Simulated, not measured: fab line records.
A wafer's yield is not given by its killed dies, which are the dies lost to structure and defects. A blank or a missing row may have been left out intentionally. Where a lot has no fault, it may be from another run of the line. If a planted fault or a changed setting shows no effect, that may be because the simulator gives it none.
Problem report, 8D (eight disciplines) form, completed by code	flow n5Finfet	the parts of the form that need people (team, actions taken, sign-off) are left out

== 1. THE ISSUE ==
headPressurePsi at N5_BEOL_M1_CMP_52 reads a mean of 0.9025 psi on 2 wafers of 2 lots; wafers without a fault read 0.9999 psi with a standard deviation of 0.0021. Measured from the usual mean, that is -46 standard deviations.
The step: polishes, stops on SiOC, t overpolish 6.8 s, target thk 40 nm.
The first sign was on wafer L416.1 at day 10 02:10, on cmp-03. At this step, 30 wafers from 10 lots have a number in the record. Rule for "out", or "out of limits": more than 4 standard deviations from the usual mean. The other wafers with a number count as sound.

== 2. WHAT IT IS, WHAT IT ISN'T ==
question	is	is not
which readings at this step	headPressurePsi	edgeZonePressureFrac, motorCurrentA, timeToEndpointS
which lots	L414, L416	L402, L405, L407, L409, L418, L419, L423, L425
which wafers of those lots	L414.3, L416.1	L414.1, L414.4, L416.2, L416.6
read on which tools	cmp-03	cmp-02, cmp-04
when	from day 10 02:10	up to then (14 sound wafers); but 14 sound wafers of L414, L418, L419, L423, L425 came after

== 3. WHAT RULES OUT EACH SUSPECT ==
Counting: any tool at a process step up to the reading remains a suspect provided it ran every lot that is out. Sound lots after the first of them don't rule it out here, since some wafers of a struck lot are sound.
- cmp-03 at N5_BEOL_M1_CMP_52 (polishes, stops on SiOC, t overpolish 6.8 s, target thk 40 nm): kept. It ran every lot that is out, first L416 (day 10 02:10); its last sound lot up to then is L407 (day 7 14:29). Its own headPressurePsi readings are out on those wafers.
- At N5_BEOL_M1_CMP_52, inside cmp-03: chamber 2 took the wafers that are out, while their sound lot-mates went through chambers 0, 1, 3.
Remaining after the count: cmp-03 at N5_BEOL_M1_CMP_52.

== 4. THE CAUSE (what the simulator had put in) ==
cmp-03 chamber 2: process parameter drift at N5_BEOL_M1_CMP_52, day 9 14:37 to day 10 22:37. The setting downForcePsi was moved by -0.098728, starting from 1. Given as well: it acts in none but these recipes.
The count eliminated every tool but this one.

== 5. SEQUENCE OF EFFECTS, ordered by route ==
Each row: a reading where the mean over the struck wafers with a number is more than 3 standard deviations away from the usual. Only readings for which the record gives a usual standard deviation are gone through. hours: the time from each lot's start at the first step in this table that gives one to its start at this step, as a median over the lots. sigmas: the change in usual standard deviations.
hours	step	reading	usual	on struck wafers	change	sigmas
0	N5_BEOL_M1_CMP_52	barrierFieldEndpointS	25.1 s	26.9	+1.8	+3.1
0	N5_BEOL_M1_CMP_52	headPressurePsi	0.9999 psi	0.9025	-0.0974	-46
Its process steps:
- N5_BEOL_M1_CMP_52: polishes, stops on SiOC, t overpolish 6.8 s, target thk 40 nm.
Later measuring or inspecting steps at which every struck wafer that the step has a row for has a number for every such reading, and none has moved that far: N5_BEOL_M4_RC_MEAS_101.

== 6. HOW IT WOULD HAVE BEEN CAUGHT EARLIER ==
In this record no reading fell out of limits until day 10 02:10, 12 hours after the fault had begun at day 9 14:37.
